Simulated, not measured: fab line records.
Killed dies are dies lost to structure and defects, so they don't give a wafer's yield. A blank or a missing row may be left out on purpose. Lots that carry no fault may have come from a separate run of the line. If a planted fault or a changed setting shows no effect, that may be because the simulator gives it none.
fab line records	flow n5_finfet
record lots=7	wafers=21
route steps=1938 shown BEOL_M15@1776 MIM_TOP@1838 MIM_TOP_LITHO@1843 PASSIVATION@1901
start_h: start of the lot's first displayed wafer, in hours after the record's first day	wait_h: hours since the lot's step before	" same as the row above	L1.1+2: one row covering several wafers at once	- no value, or no start given	* or withheld: withheld	< > ~ a bound
route shown NAME@n: a module of which the file shows steps, and the number in the route of the first	usual: average and standard deviation across the fault-free wafers	same: alike in all rows	chamber/n: place in a boat	sites: each site's reading	_std_site: their standard deviation	_edge_site: inner sites' mean taken away from outer sites' mean	radius_mm: how far each site lies from the wafer's centre	mask NAME#n: copy n	behind: the most recent tool/chamber to have shaped the wafer	hold: why the lot went on hold/how many hours it stayed there/how the hold came to an end	device: names the non-switching transistor (n, p or np)	end of line: at the end of the route, the tests of the same wafers	step lacking rows: just its recipe	killed: at the first sort, the dies lost to defects and structure; wafer yield is something else	map: a wafer's dies, x killed, . not, _ none there
set.NAME: the setting as run; set.NAME@STEP: as run at that earlier step	model.NAME: the simulator's own value behind a step, which no gauge read
one table per step and one row per wafer, for lots whose settings were changed on purpose
## steps
# step N5_BEOL_M15_COAT_04
# recipe spin_rpm=1704	resist_thk_nm=800
lot.wafer	tool	chamber	start_h	wait_h	set.spin_rpm	model.coat_of_BEOL_M15_COAT_04.thk_nm
L080.1	litho_track-02	0	-	-	1641	816.8
L080.4	"	0	"	"	1641	815.6
L080.6	"	0	"	"	1704	801.6
L081.3	litho_track-04	0	-	-	1704	800.4
L081.4	"	0	"	"	1704	798.4
L081.5	"	0	"	"	1704	798.2
L085.3	litho_track-04	0	-	-	1621	823
L085.4	"	0	"	"	1704	801.2
L085.5	"	0	"	"	1704	803.2
L089.2+5	litho_track-04	0	-	-	1704	799.6
L089.4	"	0	"	"	1704	800.8
L092.1	litho_track-02	0	-	-	1704	804
L092.4	"	0	"	"	1704	803
L092.6	"	0	"	"	1704	803.2
L095.3	litho_track-01	0	-	-	1704	798.8
L095.4	"	0	"	"	1704	800.4
L095.5	"	0	"	"	1704	799.6
L094.3	litho_track-02	0	-	-	1704	800.8
L094.4	"	0	"	"	1704	802.8
L094.5	"	0	"	"	1704	801.8
# step N5_BEOL_M15_EBR_06
# recipe solvent=PGMEA	ebr_width_mm=1.5
# step N5_BEOL_M15_SOFTBAKE_05
# recipe temp_c=130	time_s=60
# step N5_BEOL_M15_DESCUM_15
# recipe chemistry=O2	time_s=7.9	source_power_w=50	bias_power_w=20	pressure_mtorr=20	rf_frequency_hz=2.712e+07	temp_c=40	o2_flow_sccm=225
# step N5_BEOL_M15_ETCH_59
# recipe chemistry=N2/H2	target=BARC	target_depth_a=890	overetch_a=267	time_s=67.9	ion_energy_ev=200	pressure_mtorr=30	source_w=840	bias_w=150	n2_flow_sccm=200	h2_flow_sccm=200
lot.wafer	tool	chamber	start_h	wait_h	set.spin_rpm@BEOL_M15_COAT_04	model.coat_of_BEOL_M15_COAT_04.thk_nm
L080.1	rie_diel-02	1	281.27	0.0	1641	733.4
L080.4	"	0	"	"	1641	733.2
L080.6	"	1	"	"	1704	717.8
L081.3	rie_diel-01	3	284.80	0.0	1704	718.6
L081.4	"	1	"	"	1704	717
L081.5	"	1	"	"	1704	716.6
L085.3	rie_diel-01	0	318.04	0.0	1621	741.6
L085.4	"	1	"	"	1704	719.4
L085.5	"	3	"	"	1704	721.4
L089.2	rie_diel-06	3	338.79	0.0	1704	716.4
L089.4	"	1	"	"	1704	719.4
L089.5	"	3	"	"	1704	717
L092.1	rie_diel-02	2	367.45	0.0	1704	722
L092.4	"	2	"	"	1704	721
L092.6	"	0	"	"	1704	720
L095.3	rie_diel-02	2	375.69	0.0	1704	716.2
L095.4	"	1	"	"	1704	717.4
L095.5	"	3	"	"	1704	716.6
L094.3	rie_diel-06	3	384.48	0.0	1704	718.4
L094.4	"	2	"	"	1704	719.8
L094.5	"	2	"	"	1704	718.6
# step N5_BEOL_M15_VIA_ETCH_16
# recipe chemistry=C4F8/O2/Ar	target=SiO2	he_inner_torr=15	he_outer_torr=30	target_depth_a=17922	time_s=withheld	ion_energy_ev=800	pressure_mtorr=20	source_w=1905	bias_w=2040	Ar_flow_sccm=400	C4F8_flow_sccm=16	O2_flow_sccm=12	ends=cleared
lot.wafer	tool	chamber	start_h	wait_h	set.time_s@BEOL_M15_ILD_DEP_00	set.spin_rpm@BEOL_M15_COAT_04	model.etch.depth_nm	model.coat_of_BEOL_M15_COAT_04.thk_nm
L080.1	rie_diel-02	1	281.32	0.0	*	1641	1797	311.2
L080.4	"	0	"	"	*	1641	1599	355.4
L080.6	"	1	"	"	*	1704	1832	287.4
L081.3	rie_diel-01	3	284.85	0.0	*	1704	1368	393
L081.4	"	1	"	"	*	1704	1612	335.4
L081.5	"	1	"	"	*	1704	1403	384.4
L085.3	rie_diel-01	0	318.09	0.0	*	1621	1649	352.8
L085.4	"	1	"	"	*	1704	1702	316.4
L085.5	"	3	"	"	*	1704	1615	337.2
L089.2	rie_diel-06	3	338.85	0.0	*	1704	1500	359.4
L089.4	"	1	"	"	*	1704	1629	338.8
L089.5	"	3	"	"	*	1704	1533	352.4
L092.1	rie_diel-02	2	367.50	0.0	*	1704	1636	332.4
L092.4	"	2	"	"	*	1704	1651	327.8
L092.6	"	0	"	"	*	1704	1657	328.8
L095.3	rie_diel-02	2	375.74	0.0	*	1704	1573	341.6
L095.4	"	1	"	"	*	1704	1616	337.8
L095.5	"	3	"	"	*	1704	1609	336.6
L094.3	rie_diel-06	3	384.53	0.0	*	1704	1631	330.4
L094.4	"	2	"	"	*	1704	1657	325.4
L094.5	"	2	"	"	*	1704	1645	327.2
# step N5_MIM_TOP_SPUTTER_03
# recipe material=TiN	target_thk_a=350	temp_c=200	power_w=3000	chamber_pressure_pa=0.49996	gas=Ar	reactive_partial_pa=0.37997	time_s=89.7
lot.wafer	tool	chamber	start_h	wait_h	set.power_w	model.TiN_of_MIM_TOP_SPUTTER_03.thk_nm
L080.1+6	pvd_sputter-02	-	293.89	0.0	3000	34.4
L080.4	"	-	"	"	3000	34.6
L081.3	pvd_sputter-03	-	294.59	0.0	3000	35
L081.4	"	-	"	"	3000	35.4
L081.5	"	-	"	"	3000	35.6
L085.3	pvd_sputter-03	-	329.91	0.0	2466	29
L085.4	"	-	"	"	3000	35.2
L085.5	"	-	"	"	2466	28.8
L089.2	pvd_sputter-03	-	347.41	0.0	3501	40.8
L089.4	"	-	"	"	3000	35
L089.5	"	-	"	"	3501	41
L092.1	pvd_sputter-03	-	377.05	0.0	3461	40
L092.4	"	-	"	"	3000	34.4
L092.6	"	-	"	"	3461	39.8
L095.3	pvd_sputter-01	-	385.91	0.0	2568	29.8
L095.4	"	-	"	"	3000	35
L095.5	"	-	"	"	2568	30
L094.3+4+5	pvd_sputter-02	-	393.89	0.0	3000	35
# step N5_MIM_TOP_LITHO_EXPOSE_05
# recipe mask_id=MIM_TOP	na=0.55	source_shape=conventional	sigma_outer=0.8	polarization=unpolarized	target_cd_nm=2000	dose_mj=20.5
lot.wafer	tool	chamber	start_h	wait_h	mask	set.dose_mj
L080.1+4	krf_scanner-01	0	294.23	-	MIM_TOP#0	21
L080.6	"	0	"	"	MIM_TOP#0	20.5
L081.3+5	krf_scanner-02	0	294.81	-	MIM_TOP#0	20.5
L081.4	"	0	"	"	MIM_TOP#0	21.98
L085.3	krf_scanner-01	0	330.26	-	MIM_TOP#0	19.46
L085.4+5	"	0	"	"	MIM_TOP#0	20.5
L089.2	krf_scanner-02	0	347.75	-	MIM_TOP#0	20.5
L089.4+5	"	0	"	"	MIM_TOP#0	19.09
L092.1+4	krf_scanner-01	0	377.26	-	MIM_TOP#0	20.5
L092.6	"	0	"	"	MIM_TOP#0	21.36
L095.3+4+5	krf_scanner-01	0	386.14	-	MIM_TOP#0	20.5
L094.3+4+5	krf_scanner-01	0	394.11	-	MIM_TOP#0	20.5
# step N5_MIM_TOP_LITHO_PEB_06
# recipe peb_temp_c=withheld	peb_time_s=*
# step N5_MIM_TOP_LITHO_DEVELOP_07
# recipe develop_time_s=60	rinse_liquid=diw	dry=air_spin	dev_temp_c=21
# step N5_MIM_TOP_LITHO_HARDBAKE_09
# recipe temp_c=130	time_s=120
# step N5_MIM_TOP_LITHO_CD_MEAS_08
# recipe target_cd_nm=2000	landing_energy_ev=500	detector=se_inlens
# usual cd_nm=1999.8/1.4
lot.wafer	tool	chamber	start_h	wait_h	set.dose_mj@MIM_TOP_LITHO_EXPOSE_05	cd_nm
L080.1	cd_sem-03	0	294.41	-	21	1997.0
L080.4	"	0	"	"	21	1994.6
L080.6	"	0	"	"	20.5	2001.7
L081.3	cd_sem-03	0	294.98	-	20.5	1995.7
L081.4	"	0	"	"	21.98	1985.4
L081.5	"	0	"	"	20.5	1996.2
L085.3	cd_sem-03	0	330.43	-	19.46	2008.5
L085.4	"	0	"	"	20.5	1999.9
L085.5	"	0	"	"	20.5	1998.7
L089.2	cd_sem-03	0	347.92	-	20.5	2000.6
L089.4	"	0	"	"	19.09	2014.2
L089.5	"	0	"	"	19.09	2012.2
L092.1	cd_sem-01	0	377.44	-	20.5	2000.3
L092.4	"	0	"	"	20.5	1998.2
L092.6	"	0	"	"	21.36	1991.3
L095.3	cd_sem-03	0	386.30	-	20.5	1999.5
L095.4	"	0	"	"	20.5	1998.6
L095.5	"	0	"	"	20.5	2001.1
L094.3	cd_sem-02	0	394.28	-	20.5	1999.2
L094.4	"	0	"	"	20.5	2000.5
L094.5	"	0	"	"	20.5	2000.1
# step N5_MIM_TOP_LITHO_DESCUM_10
# recipe chemistry=O2	time_s=7.9	source_power_w=50	bias_power_w=20	pressure_mtorr=20	rf_frequency_hz=2.712e+07	temp_c=40	o2_flow_sccm=225
lot.wafer	tool	chamber	start_h	wait_h	set.dose_mj@MIM_TOP_LITHO_EXPOSE_05	model.MIM_TOP_LITHO.cd_nm
L080.1	rie_diel-04	1	294.50	0.0	21	1997
L080.4	"	3	"	"	21	1995
L080.6	"	1	"	"	20.5	2001
L081.3	rie_diel-03	0	295.09	0.1	20.5	-
L081.4	"	3	"	"	21.98	1985
L081.5	"	0	"	"	20.5	1996
L085.3	rie_diel-04	3	330.76	0.3	19.46	2008
L085.4	"	2	"	"	20.5	2000
L085.5	"	3	"	"	20.5	1999
L089.2	rie_diel-04	1	348.14	0.2	20.5	2001
L089.4	"	2	"	"	19.09	2014
L089.5	"	1	"	"	19.09	2012
L092.1	rie_diel-04	0	377.54	0.0	20.5	2000
L092.4	"	2	"	"	20.5	1998
L092.6	"	0	"	"	21.36	1991
L095.3	rie_diel-04	2	386.39	0.0	20.5	-
L095.4	"	1	"	"	20.5	1998
L095.5	"	0	"	"	20.5	2001
L094.3	rie_diel-04	0	394.70	0.4	20.5	1999
L094.4	"	1	"	"	20.5	2001
L094.5	"	0	"	"	20.5	2000
# step N5_PASSIVATION_EXPOSE_27
# recipe mask_id=PAD	na=0.55	source_shape=conventional	sigma_outer=0.8	polarization=unpolarized	defocus_nm=0	dose_mj=32.3
lot.wafer	tool	chamber	start_h	wait_h	mask	set.dose_mj
L080.1	krf_scanner-01	0	299.67	-	PAD#0	31.66
L080.4+6	"	0	"	"	PAD#0	32.3
L081.3	krf_scanner-01	0	300.04	-	PAD#0	30.96
L081.4+5	"	0	"	"	PAD#0	32.3
L085.3+5	krf_scanner-01	0	337.02	-	PAD#0	32.3
L085.4	"	0	"	"	PAD#0	33.91
L089.2	krf_scanner-01	0	352.97	-	PAD#0	33.06
L089.4+5	"	0	"	"	PAD#0	32.3
L092.1	krf_scanner-01	0	381.66	-	PAD#0	32.3
L092.4+6	"	0	"	"	PAD#0	33.43
L095.3+5	krf_scanner-01	0	390.28	-	PAD#0	29.95
L095.4	"	0	"	"	PAD#0	32.3
L094.3+4+5	krf_scanner-01	0	404.22	-	PAD#0	32.3
# step N5_PASSIVATION_PEB_28
# recipe peb_temp_c=withheld	peb_time_s=*
# step N5_PASSIVATION_DEVELOP_29
# recipe develop_time_s=60	rinse_liquid=diw	dry=air_spin	dev_temp_c=21
# step N5_PASSIVATION_HARDBAKE_31
# recipe temp_c=130	time_s=120
# step N5_PASSIVATION_CD_MEAS_30
# recipe target_cd_nm=4000	landing_energy_ev=500	detector=se_inlens	polarity=opening
# usual cd_nm=4000.3/1.3
lot.wafer	tool	chamber	start_h	wait_h	set.dose_mj@PASSIVATION_EXPOSE_27	cd_nm
L080.1	cd_sem-02	0	299.85	-	31.66	3996.7
L080.4	"	0	"	"	32.3	4001.1
L080.6	"	0	"	"	32.3	4002.6
L081.3	cd_sem-02	0	300.21	-	30.96	3990.5
L081.4	"	0	"	"	32.3	4000.1
L081.5	"	0	"	"	32.3	3999.0
L085.3	cd_sem-02	0	337.19	-	32.3	3999.5
L085.4	"	0	"	"	33.91	4009.6
L085.5	"	0	"	"	32.3	4000.4
L089.2	cd_sem-01	0	353.14	-	33.06	4002.2
L089.4	"	0	"	"	32.3	3998.6
L089.5	"	0	"	"	32.3	3999.2
L092.1	cd_sem-03	0	381.84	-	32.3	4002.1
L092.4	"	0	"	"	33.43	4006.7
L092.6	"	0	"	"	33.43	4007.2
L095.3	cd_sem-03	0	390.44	-	29.95	3985.1
L095.4	"	0	"	"	32.3	4000.2
L095.5	"	0	"	"	29.95	3986.0
L094.3	cd_sem-03	0	404.39	-	32.3	4000.4
L094.4	"	0	"	"	32.3	3999.5
L094.5	"	0	"	"	32.3	3998.7
# step N5_PASSIVATION_ETCH_59
# recipe chemistry=Cl2/BCl3	target=TaN	target_depth_a=650	time_s=34.9	ion_energy_ev=100	pressure_mtorr=10	icp_w=900	bias_w=100	Cl2_flow_sccm=60	bcl3_flow_sccm=30
lot.wafer	tool	chamber	start_h	wait_h	set.time_s	model.etch.depth_nm
L080.1	rie_metal-03	0	300.43	0.3	34.9	66.5
L080.4	"	1	"	"	34.9	64.77
L080.6	"	0	"	"	34.9	65.43
L081.3	rie_metal-02	0	301.17	0.2	28.14	53.16
L081.4	"	1	"	"	34.9	64.23
L081.5	"	1	"	"	34.9	64.25
L085.3	rie_metal-02	0	337.93	0.2	34.9	66.04
L085.4	"	1	"	"	34.9	64.32
L085.5	"	1	"	"	34.9	64.35
L089.2	rie_metal-03	0	353.72	0.3	32.83	62.49
L089.4	"	1	"	"	32.83	60.68
L089.5	"	0	"	"	34.9	66.61
L092.1	rie_metal-03	1	382.53	0.3	41.74	77.4
L092.4	"	0	"	"	34.9	66.01
L092.6	"	1	"	"	41.74	77.25
L095.3	rie_metal-01	0	391.16	0.2	34.9	65.31
L095.4	"	1	"	"	34.9	65.33
L095.5	"	1	"	"	34.9	65.82
L094.3	rie_metal-01	1	404.99	0.2	34.9	66.01
L094.4	"	0	"	"	34.9	65.68
L094.5	"	0	"	"	34.9	65.76
## key
split step=N5_BEOL_M15_COAT_04	setting=spin_rpm	stated=1704	by=wafer
response step=N5_BEOL_M15_COAT_04	reading=model.coat_of_BEOL_M15_COAT_04.thk_nm	change=-4.15	per=1%	r=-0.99
response step=N5_BEOL_M15_ETCH_59	reading=model.coat_of_BEOL_M15_COAT_04.thk_nm	change=-4.29	per=1%	r=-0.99
response step=N5_BEOL_M15_VIA_ETCH_16	reading=model.coat_of_BEOL_M15_COAT_04.thk_nm	slope=-6.66	per=1%	together_with=time_s@BEOL_M15_ILD_DEP_00	explained=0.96
split step=N5_MIM_TOP_SPUTTER_03	setting=power_w	stated=3000	by=wafer
response step=N5_MIM_TOP_SPUTTER_03	reading=model.TiN_of_MIM_TOP_SPUTTER_03.thk_nm	change=+0.355	per=1%	r=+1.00
split step=N5_MIM_TOP_LITHO_EXPOSE_05	setting=dose_mj	stated=20.5	by=wafer
response step=N5_MIM_TOP_LITHO_CD_MEAS_08	reading=cd_nm	change=-1.73	per=1%	r=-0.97
response step=N5_MIM_TOP_LITHO_DESCUM_10	reading=model.MIM_TOP_LITHO.cd_nm	change=-1.74	per=1%	r=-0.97
split step=N5_PASSIVATION_EXPOSE_27	setting=dose_mj	stated=32.3	by=wafer
response step=N5_PASSIVATION_CD_MEAS_30	reading=cd_nm	change=+1.95	per=1%	r=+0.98
split step=N5_PASSIVATION_ETCH_59	setting=time_s	stated=34.9	by=wafer
response step=N5_PASSIVATION_ETCH_59	reading=model.etch.depth_nm	change=+0.587	per=1%	r=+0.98
split outside_this_file step=N5_BEOL_M15_ILD_DEP_00 setting=time_s
# split outside_this_file: this setting was split too, and the file shows its column; the key of that split is in another file
